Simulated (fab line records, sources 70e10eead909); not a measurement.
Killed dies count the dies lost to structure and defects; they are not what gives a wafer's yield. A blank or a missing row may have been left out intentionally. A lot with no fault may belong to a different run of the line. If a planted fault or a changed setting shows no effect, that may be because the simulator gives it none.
8D (eight disciplines) problem report, filled in by code	flow nand_harc	the parts of the form that need people (team, actions taken, sign-off) are left out

1. THE ISSUE
Wafers without a fault read 29, standard deviation 11; killed_at_array at NHARC_END_SORT_01 reads a mean of 673 on 3 wafers belonging to 2 lots. Relative to the usual mean, that is a shift of +59 standard deviations.
First seen on wafer L842.2, day 21 13:43, on prober-02. The record has a number at this step for 6 wafers belonging to 2 lots. The rule behind "out" and "out of limits": a value lying over 4 standard deviations away from the usual mean. The other wafers with a number count as sound.

2. WHAT IT IS, AND WHAT IT ISN'T
question	is	is not
which readings at this step	killed_at_array, killed_dies	killed_at_other, killed_at_periphery, killed_short
which lots	L841, L842	-
which wafers of those lots	L841.4, L842.2, L842.4	L841.3, L841.6, L842.3
read on which gauges	prober-01, prober-02	-
when	from day 21 13:43	up to then (0 sound wafers); but 3 sound wafers of L841, L842 came after

3. WHAT RULES OUT EACH SUSPECT
Counting: any tool at a process step up to the reading remains a suspect provided it ran every lot that is out. Sound lots after the first of them don't rule it out here, since some wafers of a struck lot are sound.
- the gauge at NHARC_END_SORT_01 has been ruled out. The wafers that are out were read on 2 gauges (prober-01, prober-02).
- ald_metal-02 at NHARC_A_WL_FILL_ALD_02 (deposits TiN, target thk 2 nm, pulse time 3 s, ald cycles 100): kept. It ran every lot that is out, first L841 (day 17 00:41).
The count leaves ald_metal-02 at NHARC_A_WL_FILL_ALD_02.

4. THE CAUSE (what the simulator had put in)
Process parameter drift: ald_metal-02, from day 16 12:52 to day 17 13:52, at NHARC_A_WL_FILL_ALD_02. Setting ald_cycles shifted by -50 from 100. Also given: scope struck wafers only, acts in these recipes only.
Counting left only this tool.

5. SEQUENCE OF EFFECTS, ordered by route
Each row: a reading where the mean over the struck wafers with a number is more than 3 standard deviations away from the usual. Scope: only readings with a usual standard deviation given in the record; hours: median across lots of the time from each lot's start at the first step in this table that gives one to its start at this step; sigmas: change in usual standard deviations.
hours	step	reading	usual	on struck wafers	change	sigmas
0	NHARC_END_SORT_01	killed_at_array	29	673	+644	+59
0	NHARC_END_SORT_01	killed_dies	33	677	+644	+59

6. WHAT WOULD HAVE CAUGHT IT SOONER
In this record the first reading out of limits at a measuring or inspecting step was taken at day 21 13:43, 121 hours after the fault began at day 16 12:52.
No tool reading at NHARC_A_WL_FILL_ALD_02 that has a usual standard deviation in the record was out on any struck wafer, so an alarm limit of 4 standard deviations on those readings would not have fired.
The start of NHARC_A_WL_FILL_ALD_02 on ald_metal-02 came by day 21 13:43 for every one of the lots that are out (2). Tool hold at that time: it would have spared none of them.
